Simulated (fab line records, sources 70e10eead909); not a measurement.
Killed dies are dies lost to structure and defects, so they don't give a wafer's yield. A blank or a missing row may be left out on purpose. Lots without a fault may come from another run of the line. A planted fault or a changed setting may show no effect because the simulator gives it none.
Which tool did it? | flow nand_harc | 24 lots, 72 wafers sampled, at 6 steps of a route of 1159

WHAT THE GAUGES READ, wafer by wafer
The record holds no reading of a measuring or inspecting step that can be judged against a usual standard deviation.

WHICH TOOL RAN EACH LOT (tool, then ch and the chambers of the sampled wafers, then the start)
lot  | NHARC_A_STAIRCASE_STRIP_175          | NHARC_A_STAIRCASE_ETCH_194                    | NHARC_A_STAIRCASE_TRIM_196         | NHARC_A_STAIRCASE_STRIP_205          | NHARC_A_STAIRCASE_ETCH_225     | NHARC_A_STAIRCASE_ETCH_230
L074 | plasma_asher-01 ch 0,1, day 10 13:32 | rie_diel-03 ch 1,2,3, day 10 16:43 or earlier | rie_diel-03 ch 1,2,3, day 10 16:43 | plasma_asher-01 ch 0,1, day 10 18:29 | rie_diel-03 ch 0,1,3, no start | rie_diel-07 ch 0,2,3, no start
L076 | plasma_asher-01 ch 0,1, day 11 05:28 | rie_diel-07 ch 2,3, day 11 08:08 or earlier   | rie_diel-03 ch 1,2,3, day 11 08:08 | plasma_asher-01 ch 0,1, day 11 10:07 | rie_diel-07 ch 0,2,3, no start | rie_diel-07 ch 0,1, no start
L075 | plasma_asher-01 ch 1, day 11 06:10   | rie_diel-02 ch 0,3, day 11 10:20 or earlier   | rie_diel-07 ch 2,3, day 11 10:20   | plasma_asher-01 ch 1, day 11 11:27   | rie_diel-03 ch 2,3, no start   | rie_diel-03 ch 0,2,3, no start
L077 | plasma_asher-02 ch 0,1, day 11 06:19 | rie_diel-02 ch 1,2,3, day 11 10:31 or earlier | rie_diel-02 ch 0,2, day 11 10:31   | plasma_asher-01 ch 0,1, day 11 11:41 | rie_diel-07 ch 0,1,3, no start | rie_diel-07 ch 0,2,3, no start
L079 | plasma_asher-02 ch 0,1, day 11 13:33 | rie_diel-02 ch 0,1, day 11 16:11 or earlier   | rie_diel-02 ch 0,1,3, day 11 16:11 | plasma_asher-01 ch 0,1, day 11 17:36 | rie_diel-07 ch 0,2, no start   | rie_diel-02 ch 0,1,3, no start
L080 | plasma_asher-01 ch 0,1, day 11 13:44 | rie_diel-03 ch 0,2, day 11 16:23 or earlier   | rie_diel-07 ch 0,1,3, day 11 16:23 | plasma_asher-02 ch 0, day 11 17:46   | rie_diel-03 ch 1,2, no start   | rie_diel-02 ch 0,1, no start
L078 | plasma_asher-01 ch 0,1, day 11 20:23 | rie_diel-03 ch 0,1,2, day 11 23:12 or earlier | rie_diel-02 ch 0,3, day 11 23:12   | plasma_asher-01 ch 0,1, day 12 00:26 | rie_diel-03 ch 1,2,3, no start | rie_diel-07 ch 1,2,3, no start
L081 | plasma_asher-02 ch 0,1, day 12 15:52 | rie_diel-03 ch 0,1,2, day 12 18:22 or earlier | rie_diel-03 ch 0,1,2, day 12 18:22 | plasma_asher-02 ch 0,1, day 12 19:51 | rie_diel-02 ch 1,2,3, no start | rie_diel-02 ch 0,1,3, no start
L083 | plasma_asher-02 ch 0,1, day 13 00:38 | rie_diel-02 ch 0,1,2, day 13 03:16 or earlier | rie_diel-02 ch 1,3, day 13 03:16   | plasma_asher-01 ch 0,1, day 13 04:21 | rie_diel-02 ch 0,1,3, no start | rie_diel-02 ch 0,2,3, no start
L082 | plasma_asher-01 ch 0,1, day 13 00:58 | rie_diel-03 ch 1,2,3, day 13 03:32 or earlier | rie_diel-03 ch 2,3, day 13 03:32   | plasma_asher-02 ch 0,1, day 13 04:39 | rie_diel-03 ch 2,3, no start   | rie_diel-03 ch 1,2, no start
L084 | plasma_asher-01 ch 0,1, day 13 12:57 | rie_diel-02 ch 0,1,2, day 13 15:26 or earlier | rie_diel-02 ch 0,1, day 13 15:26   | plasma_asher-01 ch 0,1, day 13 16:35 | rie_diel-07 ch 0,3, no start   | rie_diel-07 ch 0,1,3, no start
L085 | plasma_asher-01 ch 0,1, day 13 18:07 | rie_diel-03 ch 0,1,2, day 13 21:23 or earlier | rie_diel-02 ch 0,3, day 13 21:23   | plasma_asher-01 ch 1, day 13 22:44   | rie_diel-02 ch 1,2,3, no start | rie_diel-02 ch 1,2, no start
L086 | plasma_asher-02 ch 0,1, day 13 22:24 | rie_diel-03 ch 1,2,3, day 14 02:10 or earlier | rie_diel-03 ch 1,2,3, day 14 02:10 | plasma_asher-01 ch 0,1, day 14 03:51 | rie_diel-03 ch 0,1,2, no start | rie_diel-02 ch 0,1,3, no start
L087 | plasma_asher-01 ch 0,1, day 14 00:44 | rie_diel-07 ch 0,2,3, day 14 05:02 or earlier | rie_diel-02 ch 0,1,3, day 14 05:02 | plasma_asher-02 ch 0,1, day 14 06:09 | rie_diel-02 ch 0,2,3, no start | rie_diel-07 ch 1,2, no start
L088 | plasma_asher-01 ch 0, day 14 04:28   | rie_diel-07 ch 0,1, day 14 07:04 or earlier   | rie_diel-07 ch 0,2,3, day 14 07:04 | plasma_asher-01 ch 1, day 14 08:15   | rie_diel-02 ch 1,2,3, no start | rie_diel-02 ch 0,1, no start
L090 | plasma_asher-02 ch 1, day 14 19:58   | rie_diel-07 ch 0,1, day 14 22:57 or earlier   | rie_diel-07 ch 2,3, day 14 22:57   | plasma_asher-02 ch 0,1, day 15 00:46 | rie_diel-02 ch 1,3, no start   | rie_diel-02 ch 0,2,3, no start
L089 | plasma_asher-02 ch 0,1, day 14 20:29 | rie_diel-07 ch 2,3, day 14 23:57 or earlier   | rie_diel-03 ch 0,1,2, day 14 23:57 | plasma_asher-01 ch 0,1, day 15 01:14 | rie_diel-03 ch 0,1, no start   | rie_diel-03 ch 1,3, no start
L092 | plasma_asher-02 ch 1, day 15 08:09   | rie_diel-07 ch 2,3, day 15 10:55 or earlier   | rie_diel-02 ch 2,3, day 15 10:55   | plasma_asher-02 ch 0,1, day 15 12:00 | rie_diel-03 ch 1,3, no start   | rie_diel-02 ch 1,2,3, no start
L091 | plasma_asher-02 ch 0,1, day 15 09:44 | rie_diel-07 ch 0,3, day 15 12:31 or earlier   | rie_diel-07 ch 0,1,3, day 15 12:31 | plasma_asher-01 ch 0,1, day 15 14:04 | rie_diel-03 ch 1,2,3, no start | rie_diel-07 ch 0,1,2, no start
L094 | plasma_asher-01 ch 0,1, day 15 21:30 | rie_diel-02 ch 0,1,2, day 16 00:12 or earlier | rie_diel-07 ch 1,2,3, day 16 00:12 | plasma_asher-01 ch 0,1, day 16 02:48 | rie_diel-03 ch 1,2,3, no start | rie_diel-02 ch 1,2,3, no start
L095 | plasma_asher-02 ch 0,1, day 15 21:43 | rie_diel-03 ch 0,2,3, day 16 02:54 or earlier | rie_diel-07 ch 0,1,3, day 16 02:54 | plasma_asher-01 ch 0,1, day 16 05:20 | rie_diel-07 ch 1,2,3, no start | rie_diel-02 ch 0,2,3, no start
L093 | plasma_asher-01 ch 0,1, day 16 07:11 | rie_diel-03 ch 1,2,3, day 16 10:14 or earlier | rie_diel-03 ch 2,3, day 16 10:14   | plasma_asher-02 ch 0,1, day 16 12:10 | rie_diel-03 ch 0,2,3, no start | rie_diel-03 ch 0,1,3, no start
L096 | plasma_asher-02 ch 0,1, day 16 11:07 | rie_diel-02 ch 1,2, day 16 13:40 or earlier   | rie_diel-02 ch 0,2,3, day 16 13:40 | plasma_asher-02 ch 0,1, day 16 17:27 | rie_diel-02 ch 0,1,2, no start | rie_diel-07 ch 0,3, no start
L097 | plasma_asher-01 ch 0,1, day 16 18:32 | rie_diel-03 ch 1,3, day 16 21:17 or earlier   | rie_diel-02 ch 0,1,2, day 16 21:17 | plasma_asher-01 ch 0,1, day 16 22:21 | rie_diel-07 ch 2,3, no start   | rie_diel-07 ch 0,3, no start
- NHARC_A_STAIRCASE_STRIP_175: strips in O2.
- NHARC_A_STAIRCASE_ETCH_194: etches the open film in C4F8/O2, target depth 100 nm, time 40.5 s.
- NHARC_A_STAIRCASE_TRIM_196: chemistry O2, time 211.2 s.
- NHARC_A_STAIRCASE_STRIP_205: strips in O2.
- NHARC_A_STAIRCASE_ETCH_225: etches the open film in C4F8/O2, target depth 100 nm, time 40.5 s.
- NHARC_A_STAIRCASE_ETCH_230: etches the open film in C4F8/O2, target depth 100 nm, time 40.5 s.

WHAT THE TOOLS THEMSELVES READ (means of the sampled wafers that have a number; where no wafer has one, the mark that the record gives instead)
NHARC_A_STAIRCASE_STRIP_175.
lot  | tool            | drypump_motor_current_A (A) | heater_power_w (W)
L074 | plasma_asher-01 | 5.8                         | 313
L076 | plasma_asher-01 | 5.8                         | 314
L075 | plasma_asher-01 | 5.6                         | 326
L077 | plasma_asher-02 | 6.2                         | 293
L079 | plasma_asher-02 | 6.1                         | 299
L080 | plasma_asher-01 | 5.8                         | 309
L078 | plasma_asher-01 | 5.8                         | 310
L081 | plasma_asher-02 | 6.2                         | 300
L083 | plasma_asher-02 | 6.1                         | 296
L082 | plasma_asher-01 | 6.0                         | 303
L084 | plasma_asher-01 | 6.1                         | 303
L085 | plasma_asher-01 | 5.8                         | 309
L086 | plasma_asher-02 | 6.1                         | 298
L087 | plasma_asher-01 | 6.1                         | 295
L088 | plasma_asher-01 | 6.3                         | 279
L090 | plasma_asher-02 | 6.4                         | 297
L089 | plasma_asher-02 | 6.2                         | 300
L092 | plasma_asher-02 | 6.4                         | 297
L091 | plasma_asher-02 | 6.2                         | 298
L094 | plasma_asher-01 | 5.8                         | 314
L095 | plasma_asher-02 | 6.2                         | 301
L093 | plasma_asher-01 | 6.0                         | 301
L096 | plasma_asher-02 | 6.1                         | 303
L097 | plasma_asher-01 | 5.8                         | 312

NHARC_A_STAIRCASE_ETCH_194.
lot  | tool        | oes_product_au (a.u.) | rf_vpp_V (V)
L074 | rie_diel-03 | 0.939                 | 900
L076 | rie_diel-07 | 0.944                 | 896
L075 | rie_diel-02 | 0.939                 | 892
L077 | rie_diel-02 | 0.955                 | 891
L079 | rie_diel-02 | 0.958                 | 891
L080 | rie_diel-03 | 0.953                 | 899
L078 | rie_diel-03 | 0.946                 | 901
L081 | rie_diel-03 | 0.945                 | 900
L083 | rie_diel-02 | 0.956                 | 890
L082 | rie_diel-03 | 0.951                 | 900
L084 | rie_diel-02 | 0.944                 | 890
L085 | rie_diel-03 | 0.941                 | 899
L086 | rie_diel-03 | 0.934                 | 900
L087 | rie_diel-07 | 0.952                 | 898
L088 | rie_diel-07 | 0.921                 | 893
L090 | rie_diel-07 | 0.928                 | 900
L089 | rie_diel-07 | 0.929                 | 896
L092 | rie_diel-07 | 0.938                 | 893
L091 | rie_diel-07 | 0.931                 | 903
L094 | rie_diel-02 | 0.932                 | 889
L095 | rie_diel-03 | 0.951                 | 899
L093 | rie_diel-03 | 0.939                 | 901
L096 | rie_diel-02 | 0.937                 | 888
L097 | rie_diel-03 | 0.939                 | 900

NHARC_A_STAIRCASE_TRIM_196.
lot  | tool        | drypump_motor_current_A (A) | oes_product_au (a.u.) | rf_vpp_V (V) | showerhead_plenum_p_Torr (Torr) | throttle_valve_pct (%)
L074 | rie_diel-03 | 5.9                         | 0.995                 | 58.1         | 3.67                            | 17.037
L076 | rie_diel-03 | 5.9                         | 1.010                 | 58.5         | 3.67                            | 17.040
L075 | rie_diel-07 | 5.8                         | 0.998                 | 57.3         | 3.53                            | 17.030
L077 | rie_diel-02 | 5.8                         | 1.002                 | 57.6         | 3.42                            | 17.037
L079 | rie_diel-02 | 5.4                         | 0.999                 | 57.7         | 3.39                            | 17.042
L080 | rie_diel-07 | 5.9                         | 0.989                 | 58.7         | 3.58                            | 17.041
L078 | rie_diel-02 | 5.6                         | 1.001                 | 57.4         | 3.43                            | 17.042
L081 | rie_diel-03 | 5.7                         | 0.999                 | 57.4         | 3.65                            | 17.030
L083 | rie_diel-02 | 5.3                         | 1.009                 | 57.5         | 3.34                            | 17.035
L082 | rie_diel-03 | 5.9                         | 1.004                 | 58.3         | 3.60                            | 17.041
L084 | rie_diel-02 | 5.8                         | 1.007                 | 57.2         | 3.41                            | 17.037
L085 | rie_diel-02 | 5.6                         | 1.004                 | 57.3         | 3.42                            | 17.038
L086 | rie_diel-03 | 5.9                         | 0.995                 | 58.6         | 3.65                            | 17.038
L087 | rie_diel-02 | 5.4                         | 1.011                 | 58.4         | 3.38                            | 17.039
L088 | rie_diel-07 | 6.0                         | 1.000                 | 58.1         | 3.58                            | 17.040
L090 | rie_diel-07 | 5.8                         | 1.003                 | 58.2         | 3.52                            | 17.039
L089 | rie_diel-03 | 5.7                         | 0.993                 | 58.2         | 3.64                            | 17.034
L092 | rie_diel-02 | 5.3                         | 0.997                 | 58.4         | 3.33                            | 17.044
L091 | rie_diel-07 | 5.9                         | 1.003                 | 58.3         | 3.57                            | 17.035
L094 | rie_diel-07 | 5.8                         | 0.997                 | 56.9         | 3.42                            | 17.022
L095 | rie_diel-07 | 5.9                         | 0.987                 | 57.8         | 3.57                            | 17.039
L093 | rie_diel-03 | 5.9                         | 1.009                 | 59.1         | 3.59                            | 17.032
L096 | rie_diel-02 | 5.5                         | 0.997                 | 56.6         | 3.37                            | 17.040
L097 | rie_diel-02 | 5.6                         | 0.996                 | 56.3         | 3.35                            | 17.032

NHARC_A_STAIRCASE_STRIP_205.
lot  | tool            | drypump_motor_current_A (A) | heater_power_w (W)
L074 | plasma_asher-01 | 6.0                         | 293
L076 | plasma_asher-01 | 6.0                         | 296
L075 | plasma_asher-01 | 5.6                         | 324
L077 | plasma_asher-01 | 5.8                         | 309
L079 | plasma_asher-01 | 6.1                         | 293
L080 | plasma_asher-02 | 5.9                         | 301
L078 | plasma_asher-01 | 6.1                         | 294
L081 | plasma_asher-02 | 6.1                         | 298
L083 | plasma_asher-01 | 6.1                         | 297
L082 | plasma_asher-02 | 6.1                         | 297
L084 | plasma_asher-01 | 5.8                         | 313
L085 | plasma_asher-01 | 5.6                         | 328
L086 | plasma_asher-01 | 5.8                         | 311
L087 | plasma_asher-02 | 6.1                         | 296
L088 | plasma_asher-01 | 5.6                         | 328
L090 | plasma_asher-02 | 6.2                         | 293
L089 | plasma_asher-01 | 6.0                         | 297
L092 | plasma_asher-02 | 6.1                         | 295
L091 | plasma_asher-01 | 6.0                         | 291
L094 | plasma_asher-01 | 5.8                         | 312
L095 | plasma_asher-01 | 6.0                         | 299
L093 | plasma_asher-02 | 6.2                         | 300
L096 | plasma_asher-02 | 6.2                         | 302
L097 | plasma_asher-01 | 6.0                         | 300

NHARC_A_STAIRCASE_ETCH_225.
lot  | tool        | oes_product_au (a.u.) | rf_vpp_V (V)
L074 | rie_diel-03 | 0.936                 | 901
L076 | rie_diel-07 | 0.950                 | 899
L075 | rie_diel-03 | 0.942                 | 900
L077 | rie_diel-07 | 0.945                 | 897
L079 | rie_diel-07 | 0.929                 | 901
L080 | rie_diel-03 | 0.933                 | 902
L078 | rie_diel-03 | 0.938                 | 900
L081 | rie_diel-02 | 0.945                 | 889
L083 | rie_diel-02 | 0.940                 | 891
L082 | rie_diel-03 | 0.945                 | 898
L084 | rie_diel-07 | 0.948                 | 903
L085 | rie_diel-02 | 0.943                 | 889
L086 | rie_diel-03 | 0.942                 | 900
L087 | rie_diel-02 | 0.939                 | 891
L088 | rie_diel-02 | 0.941                 | 889
L090 | rie_diel-02 | 0.956                 | 889
L089 | rie_diel-03 | 0.938                 | 901
L092 | rie_diel-03 | 0.941                 | 900
L091 | rie_diel-03 | 0.940                 | 901
L094 | rie_diel-03 | 0.934                 | 900
L095 | rie_diel-07 | 0.948                 | 892
L093 | rie_diel-03 | 0.939                 | 897
L096 | rie_diel-02 | 0.936                 | 890
L097 | rie_diel-07 | 0.943                 | 896

NHARC_A_STAIRCASE_ETCH_230.
lot  | tool        | oes_product_au (a.u.) | rf_vpp_V (V)
L074 | rie_diel-07 | 0.970                 | 899
L076 | rie_diel-07 | 0.932                 | 900
L075 | rie_diel-03 | 0.950                 | 899
L077 | rie_diel-07 | 0.947                 | 898
L079 | rie_diel-02 | 0.925                 | 891
L080 | rie_diel-02 | 0.931                 | 890
L078 | rie_diel-07 | 0.927                 | 892
L081 | rie_diel-02 | 0.941                 | 892
L083 | rie_diel-02 | 0.937                 | 891
L082 | rie_diel-03 | 0.942                 | 902
L084 | rie_diel-07 | 0.955                 | 898
L085 | rie_diel-02 | 0.948                 | 888
L086 | rie_diel-02 | 0.977                 | 890
L087 | rie_diel-07 | 0.957                 | 888
L088 | rie_diel-02 | 0.951                 | 890
L090 | rie_diel-02 | 0.940                 | 889
L089 | rie_diel-03 | 0.935                 | 903
L092 | rie_diel-02 | 0.969                 | 888
L091 | rie_diel-07 | 0.924                 | 895
L094 | rie_diel-02 | 0.914                 | 889
L095 | rie_diel-02 | 0.914                 | 889
L093 | rie_diel-03 | 0.924                 | 900
L096 | rie_diel-07 | 0.957                 | 900
L097 | rie_diel-07 | 0.948                 | 900

THE ANSWER, worked out from the rows above alone
Rule: what is usual is taken from the lots themselves. Put in order of their means at a reading, lots are off if they are a third of the lots or fewer, leave a main group of 4 or more, and stand apart from it by a gap of 3 or more times the standard deviation of the main group's means; of several such gaps the widest counts. A main group whose means are all the same, to the digits that the tables above print for the reading, isn't used. A lot without any number at a reading at which 4 lots or more have one is off too. The other lots that the step has rows for count as sound. The gauges are gone through in route order, then the tools' own readings, and for those a lot's mean is taken as printed above. The first step at which some lot is off is used, and at that step the reading that is off furthest; a lot without a number counts as furthest.
No lot is off at any reading shown: from this, nothing can be told.

WHAT THE SIMULATOR HAD PUT IN
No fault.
